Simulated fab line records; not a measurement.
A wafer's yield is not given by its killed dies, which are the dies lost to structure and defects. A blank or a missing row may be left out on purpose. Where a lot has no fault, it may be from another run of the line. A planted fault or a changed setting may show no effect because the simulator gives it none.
Code-filled problem report in 8D (eight disciplines) form || flow nand-harc || the parts of the form that need people (team, actions taken, sign-off) are left out

== 1. WHAT IS WRONG ==
Mean of thk-nm at NHARC_P_BONDPAD_THK_MEAS_33: 187.9 nm across 4 wafers in 2 lots; on wafers with no fault it is 199.9 nm (standard deviation 1.5). That puts it -8.0 standard deviations away from the usual mean.
The step: measures by ellipsometry.
Earliest sighting: wafer L892.3 on film-metro-02 at day 12 14:11. The record holds 40 wafers of 14 lots with a number at this step. The rule behind "out" and "out of limits": a value lying over 4 standard deviations away from the usual mean. The other wafers with a number count as sound.

== 2. WHAT IT IS, WHAT IT ISN'T ==
{"question": "which readings at this step", "is": "thk-nm", "is not": "-"}
{"question": "which lots", "is": "L892, L893", "is not": "L877, L879, L880, L881, L882, L883, L884, L885, L886, L888, L889, L900"}
{"question": "which wafers of those lots", "is": "all that have a number", "is not": "-"}
{"question": "read on which gauges", "is": "film-metro-01, film-metro-02", "is not": "-"}
{"question": "when", "is": "from day 12 14:11", "is not": "up to then (33 sound wafers); but 3 sound wafers of L900 came after"}

== 3. SUSPECTS, AND WHAT RULES EACH OUT ==
Counting: a tool stays on the suspect list if, at a process step up to the reading, it processed all lots that are out and no sound lot following the first of them.
- the gauge at NHARC_P_BONDPAD_THK_MEAS_33 has been ruled out. Those wafers that are out were read across 2 gauges (film-metro-01, film-metro-02).
- pvd-sputter-01 at NHARC_P_M2_PRE_CLEAN_30 (time 30 s): kept. It ran every lot that is out, first L892 (day 12 12:17), and no sound lot after that; its last sound lot up to then is L884 (day 9 18:36). Because NHARC_P_M2_PRE_CLEAN_30 lacks a start for some lots, the hours and order of its lots are taken from NHARC_P_M2_CMP_23.
- pecvd-03 at NHARC_P_BONDPAD_DEP_00 (deposits SiCN, target thk 250 nm): kept. It ran every lot that is out, first L892 (day 12 13:36), and no sound lot after that; its last sound lot up to then is L888 (day 11 11:25).
Left after counting: pvd-sputter-01 at NHARC_P_M2_PRE_CLEAN_30, pecvd-03 at NHARC_P_BONDPAD_DEP_00.

== 4. THE CAUSE (what the simulator had put in) ==
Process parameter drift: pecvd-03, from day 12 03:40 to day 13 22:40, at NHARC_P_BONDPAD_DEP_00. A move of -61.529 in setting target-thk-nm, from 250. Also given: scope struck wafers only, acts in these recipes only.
Counting leaves 2 suspects; this tool is one of them.

== 5. THE CHAIN OF EFFECTS, in route order ==
Each row: a reading where the mean over the struck wafers with a number is more than 3 standard deviations away from the usual. Only readings for which the record gives a usual standard deviation are gone through. hours: the time from each lot's start at the first step in this table that gives one to its start at this step, as a median over the lots. sigmas: the change in usual standard deviations.
{"hours": 0, "step": "NHARC_P_BONDPAD_THK_MEAS_33", "reading": "thk-nm", "usual": "199.9 nm", "on struck wafers": 187.9, "change": -12.0, "sigmas": -8.0}

== 6. WHAT WOULD HAVE CAUGHT IT SOONER ==
In this record the first reading out of limits at a measuring or inspecting step was taken at day 12 14:11, 11 hours after the fault began at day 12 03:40.
No tool reading at NHARC_P_BONDPAD_DEP_00 that has a usual standard deviation in the record was out on any struck wafer, so an alarm limit of 4 standard deviations on those readings would not have fired.
Of the lots that are out (2), L893 began NHARC_P_BONDPAD_DEP_00 on pecvd-03 after day 12 14:11. A tool hold placed at that time would have kept it from harm.
